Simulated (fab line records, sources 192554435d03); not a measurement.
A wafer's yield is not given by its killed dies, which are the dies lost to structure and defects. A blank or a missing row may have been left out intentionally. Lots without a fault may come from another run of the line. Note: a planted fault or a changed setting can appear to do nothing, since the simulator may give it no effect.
Matching of chambers + flow n5 finfet + 4 sister chambers for N5_BEOL_M6_ETCH_72 on rie diel-02
The step etches underlayer in N2/H2, target depth 6.5 nm, time 5.2 s. 24 wafers are shown with their chamber, then 12 later ones without.

== WAFERS PAIRED WITH THEIR CHAMBERS ==
| wafer  | chamber | drypump motor current A (A) | showerhead plenum p Torr (Torr) | throttle valve pct (%) |
|--------|---------|-----------------------------|---------------------------------|------------------------|
| L079.1 | 3       | 5.6                         | 2.62                            | 17.94                  |
| L079.2 | 2       | 5.9                         | 2.40                            | 18.26                  |
| L079.6 | 1       | 5.7                         | 2.44                            | 17.78                  |
| L080.1 | 0       | 5.3                         | 2.51                            | 17.77                  |
| L080.3 | 1       | 5.7                         | 2.43                            | 17.81                  |
| L080.6 | 3       | 5.7                         | 2.62                            | 17.46                  |
| L082.2 | 0       | 5.3                         | 2.51                            | 17.77                  |
| L082.3 | 3       | 5.7                         | 2.62                            | 17.50                  |
| L082.5 | 0       | 5.3                         | 2.51                            | 17.75                  |
| L084.1 | 1       | 5.7                         | 2.43                            | 17.83                  |
| L084.3 | 0       | 5.3                         | 2.50                            | 17.78                  |
| L084.6 | 1       | 5.7                         | 2.43                            | 17.81                  |
| L086.3 | 1       | 5.6                         | 2.43                            | 17.85                  |
| L086.4 | 0       | 5.3                         | 2.50                            | 17.78                  |
| L086.5 | 1       | 5.7                         | 2.43                            | 17.80                  |
| L087.3 | 1       | 5.7                         | 2.43                            | 17.83                  |
| L087.5 | 1       | 5.7                         | 2.43                            | 17.84                  |
| L087.6 | 2       | 5.9                         | 2.72                            | 17.87                  |
| L089.1 | 2       | 5.9                         | 2.72                            | 17.86                  |
| L089.3 | 0       | 5.3                         | 2.50                            | 17.80                  |
| L089.4 | 3       | 5.7                         | 2.61                            | 17.51                  |
| L090.2 | 2       | 5.9                         | 2.71                            | 17.88                  |
| L090.3 | 3       | 5.7                         | 2.61                            | 17.53                  |
| L090.4 | 1       | 5.7                         | 2.43                            | 17.85                  |

SIGNATURES (averages over the wafers above)
| reading                  | chamber 0 | chamber 1 | chamber 2 | chamber 3 | scatter within a chamber |
|--------------------------|-----------|-----------|-----------|-----------|--------------------------|
| drypump motor current A  | 5.300     | 5.689     | 5.900     | 5.680     | 0.0291                   |
| showerhead plenum p Torr | 2.5050    | 2.4311    | 2.6375    | 2.6160    | 0.0615                   |
| throttle valve pct       | 17.7750   | 17.8222   | 17.9675   | 17.5880   | 0.118                    |
Rule: for a wafer and a chamber, the distance is found by dividing, reading by reading, the gap between the wafer's reading and the chamber's mean by the reading's scatter, squaring, summing and taking the root. If the next closest chamber is less than 2 further off than the closest, the wafer can't be placed; otherwise it belongs to the closest. The scatter: the root of (the sum of the squares of (reading less its chamber's mean) over the shown wafers, divided by (wafers less chambers)).

== WAFERS MISSING THEIR CHAMBER ==
| wafer  | drypump motor current A (A) | showerhead plenum p Torr (Torr) | throttle valve pct (%) |
|--------|-----------------------------|---------------------------------|------------------------|
| L092.2 | 5.7                         | 2.61                            | 17.52                  |
| L092.5 | 5.7                         | 2.61                            | 17.52                  |
| L092.6 | 5.9                         | 2.71                            | 17.85                  |
| L093.1 | 5.9                         | 2.71                            | 17.87                  |
| L093.4 | 5.7                         | 2.43                            | 17.86                  |
| L093.5 | 5.7                         | 2.42                            | 17.87                  |
| L095.2 | 5.3                         | 2.49                            | 17.82                  |
| L095.3 | 5.9                         | 2.71                            | 17.91                  |
| L095.5 | 5.9                         | 2.71                            | 17.90                  |
| L097.1 | 5.3                         | 2.49                            | 17.37                  |
| L097.2 | 5.9                         | 2.70                            | 17.96                  |
| L097.3 | 5.7                         | 2.42                            | 17.90                  |

== WHICH CHAMBER EACH ONE RAN IN ==
| wafer  | from the rows above | in truth |
|--------|---------------------|----------|
| L092.2 | 3                   | 3        |
| L092.5 | 3                   | 3        |
| L092.6 | 2                   | 2        |
| L093.1 | 2                   | 2        |
| L093.4 | 1                   | 1        |
| L093.5 | 1                   | 1        |
| L095.2 | 0                   | 0        |
| L095.3 | 2                   | 2        |
| L095.5 | 2                   | 2        |
| L097.1 | 0                   | 0        |
| L097.2 | 2                   | 2        |
| L097.3 | 1                   | 1        |
Placed correctly: 12 of 12. Left unplaced by these rows: 0. Wrongly placed: 0.
